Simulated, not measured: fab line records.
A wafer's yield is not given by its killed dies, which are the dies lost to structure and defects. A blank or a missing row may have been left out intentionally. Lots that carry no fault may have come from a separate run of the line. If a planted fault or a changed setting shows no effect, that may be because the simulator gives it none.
Matching of chambers | flow n5Finfet | N5_BEOL_M2_VIA_ETCH_34 on rieDiel-03: 4 sister chambers
The step etches the open film in C4F6/O2, target depth 69.4 nm, time 65.9 s. 8 wafers are shown with their chamber, then 9 later ones without.

WAFERS, EACH WITH ITS CHAMBER
wafer  | chamber | throttleValvePct (%) | rfVppV (V)
L078.3 | 3       | 30.74                | 655
L082.5 | 0       | 30.84                | 643
L083.1 | 1       | 30.68                | 628
L083.4 | 2       | 30.01                | 677
L083.5 | 1       | 30.68                | 627
L084.1 | 3       | 30.73                | 655
L084.2 | 0       | 30.85                | 642
L084.5 | 2       | 30.01                | 676

WAFERS WHOSE CHAMBER IS MISSING
wafer  | throttleValvePct (%) | rfVppV (V)
L091.1 | 30.86                | 643
L091.3 | 30.02                | 676
L091.6 | 30.87                | 642
L095.1 | 30.46                | 655
L095.3 | 30.86                | 642
L095.6 | 30.88                | 643
L097.1 | 30.72                | 627
L097.2 | 30.49                | 654
L097.3 | 30.04                | 674

CHAMBER TAKEN BY EACH
wafer  | from the rows above | in truth
L091.1 | 0                   | 0
L091.3 | 2                   | 2
L091.6 | 0                   | 0
L095.1 | 3                   | 3
L095.3 | 0                   | 0
L095.6 | 0                   | 0
L097.1 | 1                   | 1
L097.2 | 3                   | 3
L097.3 | 2                   | 2
9 of 9 placed correctly. Can't be placed from these rows: 0. Number placed wrongly: 0.
How it was worked out, from the rows above alone: a wafer's distance from a chamber is the root of the sum, over the readings, of the square of ((its reading less the chamber's mean) divided by the reading's scatter). If the next closest chamber is less than 2 further off than the closest, the wafer can't be placed; otherwise it belongs to the closest. Each chamber's mean is taken over the wafers shown for it. The scatter is the square root of a quotient: the sum, over the shown wafers, of each reading's squared deviation from its chamber's mean, divided by wafers minus chambers.
